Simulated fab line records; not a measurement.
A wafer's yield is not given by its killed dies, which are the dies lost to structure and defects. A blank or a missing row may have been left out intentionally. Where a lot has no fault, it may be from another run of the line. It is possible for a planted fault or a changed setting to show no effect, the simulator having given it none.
Lot-split experiment | flow n5Finfet | 21 wafers read across 7 lots, on a route 1938 steps long

== ABOUT THE SPLIT ==
At N5_BEOL_M7_ILD_DEP_00 (deposits SiCOH lowk from DEMS/porogen, target thk 179.75 nm, time 33.4 s), the setting timeS was moved away from the recipe's 33.4 s on 7 of the 21 wafers read, by -10.5% to +12.5%. The other wafers ran this setting at the recipe's value.

== SPLIT TO READING: what lies between them in the file, 1 step ==
- N5_BEOL_M7_CURE_74: cures SiCOH lowk, time 240 s

== THE READING ==
M7_ILD_THK, in nm, at N5_BEOL_M7_THK_MEAS_01. Fault-free wafers of this fab line usually give 155.7 nm, standard deviation 2 nm.

wafer  | tool, chamber at the split | timeS as run, s | against the recipe | M7_ILD_THK, nm | against lot-mates on the recipe
L078.1 | pecvd-03, 0                | 33.4            | recipe             | 154.9          | -
L078.3 | pecvd-03, 2                | 33.4            | recipe             | 154.1          | -
L078.4 | pecvd-03, 0                | 33.4            | recipe             | 159.7          | -
L081.1 | pecvd-02, 2                | 29.88           | -10.5%             | 138.4          | -18.3
L081.2 | pecvd-02, 1                | 33.4            | recipe             | 156.7          | -
L081.6 | pecvd-02, 0                | 29.88           | -10.5%             | 141.0          | -15.7
L083.1 | pecvd-04, 0                | 34.8            | +4.2%              | 162.1          | +4.6
L083.2 | pecvd-04, 2                | 34.8            | +4.2%              | 159.2          | +1.7
L083.6 | pecvd-04, 0                | 33.4            | recipe             | 157.5          | -
L084.1 | pecvd-04, 0                | 33.4            | recipe             | 156.3          | -
L084.5 | pecvd-04, 2                | 33.4            | recipe             | 156.2          | -
L084.6 | pecvd-04, 0                | 33.4            | recipe             | 157.1          | -
L086.2 | pecvd-03, 1                | 30.9            | -7.5%              | 145.3          | -16.8
L086.4 | pecvd-03, 0                | 33.4            | recipe             | 162.1          | -
L086.6 | pecvd-03, 2                | 30.9            | -7.5%              | 147.1          | -15.0
L087.1 | pecvd-04, 0                | 37.58           | +12.5%             | 174.4          | +17.3
L087.3 | pecvd-04, 1                | 33.4            | recipe             | 156.7          | -
L087.5 | pecvd-04, 2                | 33.4            | recipe             | 157.5          | -
L091.1 | pecvd-03, 0                | 33.4            | recipe             | 154.8          | -
L091.2 | pecvd-03, 1                | 33.4            | recipe             | 156.8          | -
L091.5 | pecvd-03, 2                | 33.4            | recipe             | 157.7          | -

THE FIT
A straight line over all 21 wafers: M7_ILD_THK changes by +1.46 nm for each +1% of timeS; r = +0.97; the points scatter about the line by 2 nm.
The same after taking each lot's own level away (the mean of its wafers on the recipe; 21 wafers): +1.57 nm for each +1%; r = +0.97; scatter 2.1 nm.
That fit puts the effect of the largest move of timeS on the reading at 20 nm.
Across the lots, their own levels run from 156.23 to 162.10 nm, a range of 2.9 times the standard deviation given above.
Hence the lot-to-lot level has little effect on the slope; both slopes agree.
Check: with one of the wafers moved furthest among these (+12.5%) left out of the fit, the line predicts +19.7 nm for it against its lot-mates. It came out at +17.3 nm against them.

== THESE WAFERS: OTHER SPLITS ==
Other splits were also applied to these wafers ahead of the reading. Each is held against what the fit with the lots' levels taken away leaves over:
other split on the same wafers | wafers away from the commonest value | r with M7_ILD_THK (lot level and that fit taken away)
N5_BEOL_M5_EXPOSE_25 doseMj    | 7                                    | -0.47
N5_BEOL_M6_COAT_64 spinRpm     | 8                                    | -0.14
N5_BEOL_M6_EXPOSE_25 doseMj    | 4                                    | +0.30

== THE WHOLE CHAIN: every reading that the file lists as answering this split, in the file's order ==
step                   | what it does                                                             | reading                                                                                 | change (the file's fit)              | r (the file's)
N5_BEOL_M7_ILD_DEP_00  | deposits SiCOH lowk from DEMS/porogen, target thk 179.75 nm, time 33.4 s | SiCOH_lowk_of_BEOL_M7_ILD_DEP_00.thkNm (the simulator's own value, which no gauge read) | +1.78 nm for each +1% of the setting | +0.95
N5_BEOL_M7_CURE_74     | cures SiCOH lowk, time 240 s                                             | SiCOH_lowk_of_BEOL_M7_ILD_DEP_00.thkNm (the simulator's own value, which no gauge read) | +1.55 nm for each +1% of the setting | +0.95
N5_BEOL_M7_THK_MEAS_01 |                                                                          | M7_ILD_THK                                                                              | +1.55 for each +1% of the setting    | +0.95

== FILE'S OWN FIT ==
M7_ILD_THK changes by +1.55 nm for each +1% of timeS, r = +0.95.
